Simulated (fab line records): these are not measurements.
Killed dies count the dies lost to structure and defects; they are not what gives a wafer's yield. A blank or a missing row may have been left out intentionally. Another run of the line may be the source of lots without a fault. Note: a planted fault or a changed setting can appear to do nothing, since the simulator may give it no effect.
Which of the tools did it?    flow n5Finfet    24 lots with 72 wafers sampled at 4 steps, on a route of 1938 steps

WHAT EACH GAUGE READ, for each wafer
N5_WELL_APT_INSPECT_10: inspects for defects (macro).
lot   measured     on                rawDefectCount
L074  day 1 14:30  defectInspect-02  0 2 2
L075  day 1 20:25  defectInspect-02  3 0 1
L076  day 2 01:59  defectInspect-02  4 1 3
L077  day 2 07:54  defectInspect-02  3 4 3
L078  day 2 13:43  defectInspect-02  4 1 1
L079  day 2 20:16  defectInspect-02  3 0 1
L080  day 3 01:53  defectInspect-02  2 1 4
L081  day 3 08:16  defectInspect-02  4 5 3
L082  day 3 13:59  defectInspect-02  1 1 4
L083  day 3 20:28  defectInspect-02  2 0 2
L084  day 4 01:57  defectInspect-02  1 4 1
L085  day 4 07:37  defectInspect-02  1 2 0
L086  day 4 13:55  defectInspect-02  4 2 3
L087  day 4 19:53  defectInspect-02  3 1 0
L088  day 5 02:16  defectInspect-02  1 2 4
L089  day 5 07:52  defectInspect-02  3 6 2
L090  day 5 13:37  defectInspect-02  3 1 3
L091  day 5 20:18  defectInspect-02  1 2 2
L092  day 6 01:37  defectInspect-01  1 2 3
L093  day 6 07:37  defectInspect-01  4 4 3
L094  day 6 13:55  defectInspect-01  1 2 0
L095  day 6 19:45  defectInspect-02  2 2 1
L096  day 7 01:47  defectInspect-01  0 2 3
L097  day 7 07:37  defectInspect-02  1 2 2

N5_PMOS_HMC_CHANNEL_EPI_INSPECT_11: inspects for defects (macro).
lot   measured     on                rawDefectCount
L074  day 1 17:56  defectInspect-02  3 0 2
L075  day 2 00:26  defectInspect-01  4 0 3
L076  day 2 05:20  defectInspect-02  3 1 0
L077  day 2 12:05  defectInspect-02  0 6 1
L078  day 2 17:23  defectInspect-02  0 4 1
L079  day 2 23:57  defectInspect-02  4 3 3
L080  day 3 05:37  defectInspect-02  3 2 1
L081  day 3 11:44  defectInspect-02  3 2 2
L082  day 3 17:39  defectInspect-02  2 2 3
L083  day 4 00:18  defectInspect-02  1 0 2
L084  day 4 05:23  defectInspect-02  1 2 1
L085  day 4 11:19  defectInspect-02  2 1 1
L086  day 4 17:14  defectInspect-02  3 1 4
L087  day 4 23:34  defectInspect-02  3 1 6
L088  day 5 06:06  defectInspect-02  3 3 3
L089  day 5 11:20  defectInspect-02  2 1 0
L090  day 5 17:11  defectInspect-02  1 1 4
L091  day 5 23:40  defectInspect-01  2 3 2
L092  day 6 05:40  defectInspect-01  1 5 2
L093  day 6 11:10  defectInspect-01  2 2 2
L094  day 6 17:22  defectInspect-02  2 0 3
L095  day 6 23:25  defectInspect-02  2 2 2
L096  day 7 05:14  defectInspect-01  2 6 4
L097  day 7 11:09  defectInspect-02  2 5 2

WHICH TOOL RAN EACH LOT (tool, then ch and the chambers of the sampled wafers, then the start)
lot   N5_WELL_APT_DESCUM_13             N5_WELL_APT_DESCUM_30
L074  rieDiel-05 ch 0,2,3, day 1 14:38  rieDiel-06 ch 0,1,3, day 1 15:52
L075  rieDiel-05 ch 1,2, day 1 20:27    rieDiel-06 ch 0,1, day 1 21:56
L076  rieDiel-05 ch 1,2, day 2 02:01    rieDiel-05 ch 2,3, day 2 03:11
L077  rieDiel-06 ch 0,1,2, day 2 07:56  rieDiel-05 ch 0,2, day 2 09:41
L078  rieDiel-02 ch 0,1, day 2 13:45    rieDiel-05 ch 1,3, day 2 15:03
L079  rieDiel-06 ch 1,2,3, day 2 20:18  rieDiel-06 ch 2,3, day 2 21:44
L080  rieDiel-02 ch 1,3, day 3 01:55    rieDiel-05 ch 1,2,3, day 3 03:27
L081  rieDiel-06 ch 2,3, day 3 08:19    rieDiel-06 ch 0,2,3, day 3 09:35
L082  rieDiel-02 ch 0,2,3, day 3 14:02  rieDiel-05 ch 0,1,3, day 3 15:17
L083  rieDiel-02 ch 0,1,2, day 3 20:59  rieDiel-06 ch 0,1,2, day 3 22:14
L084  rieDiel-06 ch 1,2,3, day 4 01:59  rieDiel-05 ch 0,1,2, day 4 03:08
L085  rieDiel-06 ch 0,1,2, day 4 07:41  rieDiel-02 ch 1,2,3, day 4 08:51
L086  rieDiel-02 ch 0,1,3, day 4 13:56  rieDiel-05 ch 1,3, day 4 15:05
L087  rieDiel-02 ch 2,3, day 4 20:17    rieDiel-02 ch 1,3, day 4 21:25
L088  rieDiel-05 ch 0,2,3, day 5 02:23  rieDiel-02 ch 1,2,3, day 5 03:42
L089  rieDiel-02 ch 2,3, day 5 08:04    rieDiel-05 ch 0,1,2, day 5 09:20
L090  rieDiel-02 ch 0,2,3, day 5 13:39  rieDiel-06 ch 0,2,3, day 5 14:52
L091  rieDiel-05 ch 0,2, day 5 20:20    rieDiel-05 ch 0,2, day 5 21:27
L092  rieDiel-02 ch 0,2, day 6 01:39    rieDiel-06 ch 0,1,2, day 6 03:38
L093  rieDiel-02 ch 0,1, day 6 07:40    rieDiel-02 ch 2,3, day 6 08:55
L094  rieDiel-05 ch 0,1,2, day 6 13:58  rieDiel-06 ch 1,2,3, day 6 15:06
L095  rieDiel-05 ch 0,1, day 6 19:47    rieDiel-06 ch 1,3, day 6 21:03
L096  rieDiel-06 ch 0,1,2, day 7 01:49  rieDiel-02 ch 1,2,3, day 7 03:05
L097  rieDiel-06 ch 0,2,3, day 7 07:41  rieDiel-05 ch 0,1,2, day 7 08:49
- N5_WELL_APT_DESCUM_13: chemistry O2, time 7.9 s.
- N5_WELL_APT_DESCUM_30: chemistry O2, time 7.9 s.

WHAT THE TOOLS THEMSELVES READ (means of the sampled wafers that have a number; where no wafer has one, the mark that the record gives instead)
N5_WELL_APT_DESCUM_13.
lot   tool        drypumpMotorCurrentA (A)  oesProductAu (a.u.)  rfVppV (V)  showerheadPlenumPTorr (Torr)  throttleValvePct (%)
L074  rieDiel-05  5.9                       0.75                 242.3       2.03                          20.45
L075  rieDiel-05  5.8                       0.72                 243.1       2.06                          20.51
L076  rieDiel-05  5.8                       0.71                 242.3       2.06                          20.51
L077  rieDiel-06  5.6                       0.80                 243.4       2.08                          20.62
L078  rieDiel-02  5.4                       0.81                 243.4       2.10                          20.12
L079  rieDiel-06  5.9                       0.72                 242.0       2.10                          20.72
L080  rieDiel-02  6.1                       0.75                 243.3       2.10                          20.42
L081  rieDiel-06  5.9                       0.72                 242.0       2.07                          20.57
L082  rieDiel-02  5.6                       0.80                 243.1       2.13                          20.20
L083  rieDiel-02  5.2                       0.80                 243.0       2.13                          20.13
L084  rieDiel-06  5.8                       0.70                 242.9       2.09                          20.74
L085  rieDiel-06  5.6                       0.77                 242.7       2.08                          20.63
L086  rieDiel-02  5.8                       0.78                 243.3       2.09                          20.30
L087  rieDiel-02  5.3                       0.79                 244.1       2.17                          20.21
L088  rieDiel-05  5.9                       0.83                 244.2       2.11                          20.41
L089  rieDiel-02  5.9                       0.75                 243.9       2.12                          20.38
L090  rieDiel-02  5.6                       0.79                 243.3       2.12                          20.23
L091  rieDiel-05  6.1                       0.91                 243.8       2.16                          20.21
L092  rieDiel-02  5.0                       0.80                 244.3       2.16                          20.08
L093  rieDiel-02  5.4                       0.78                 243.4       2.09                          20.17
L094  rieDiel-05  5.7                       0.82                 242.8       2.11                          20.37
L095  rieDiel-05  5.5                       0.72                 242.7       2.07                          20.51
L096  rieDiel-06  5.6                       0.85                 243.2       2.16                          20.55
L097  rieDiel-06  5.6                       0.84                 243.5       2.13                          20.39

N5_WELL_APT_DESCUM_30.
lot   tool        drypumpMotorCurrentA (A)  oesProductAu (a.u.)  rfVppV (V)  showerheadPlenumPTorr (Torr)  throttleValvePct (%)
L074  rieDiel-06  5.3                       0.82                 243.3       2.12                          20.54
L075  rieDiel-06  5.0                       0.89                 243.1       2.10                          20.44
L076  rieDiel-05  6.0                       0.70                 242.0       2.04                          20.64
L077  rieDiel-05  5.8                       0.81                 242.3       2.02                          20.27
L078  rieDiel-05  5.5                       0.71                 241.5       2.10                          20.64
L079  rieDiel-06  6.1                       0.71                 242.1       2.04                          20.63
L080  rieDiel-05  5.9                       0.71                 242.8       2.05                          20.58
L081  rieDiel-06  5.7                       0.79                 242.4       2.05                          20.48
L082  rieDiel-05  5.5                       0.75                 242.8       2.07                          20.53
L083  rieDiel-06  5.6                       0.78                 243.2       2.08                          20.63
L084  rieDiel-05  5.8                       0.75                 242.7       2.04                          20.41
L085  rieDiel-02  5.5                       0.78                 243.5       2.13                          20.29
L086  rieDiel-05  5.6                       0.70                 242.5       2.10                          20.66
L087  rieDiel-02  6.1                       0.74                 243.3       2.09                          20.45
L088  rieDiel-02  5.5                       0.77                 243.7       2.13                          20.30
L089  rieDiel-05  5.7                       0.83                 244.1       2.12                          20.36
L090  rieDiel-06  5.6                       0.87                 244.6       2.13                          20.37
L091  rieDiel-05  5.8                       0.86                 243.5       2.09                          20.22
L092  rieDiel-06  5.6                       0.86                 243.7       2.16                          20.54
L093  rieDiel-02  5.3                       0.78                 244.1       2.16                          20.24
L094  rieDiel-06  5.9                       0.79                 244.1       2.18                          20.64
L095  rieDiel-06  5.6                       0.69                 243.9       2.15                          20.86
L096  rieDiel-02  5.5                       0.76                 243.7       2.13                          20.32
L097  rieDiel-05  5.8                       0.80                 242.9       2.11                          20.38

THE ANSWER, worked out from the rows above alone
Rule: usual is defined by the lots themselves. Put in order of their means at a reading, lots are off if they are a third of the lots or fewer, leave a main group of 4 or more, and stand apart from it by a gap of 3 or more times the standard deviation of the main group's means; of several such gaps the widest counts. A main group is skipped when, at the precision printed for the reading in the tables above, its means are all equal. Also off: a lot with no number at a reading for which 4 or more lots have one. The other lots that the step has rows for count as sound. The gauges are gone through in route order, then the tools' own readings, and for those a lot's mean is taken as printed above. At the first step where some lot is off, the reading lying furthest off is the one used; lots without a number count as furthest.
Nothing can be told from this: no lot is off at any reading shown.

WHAT THE SIMULATOR PUT IN
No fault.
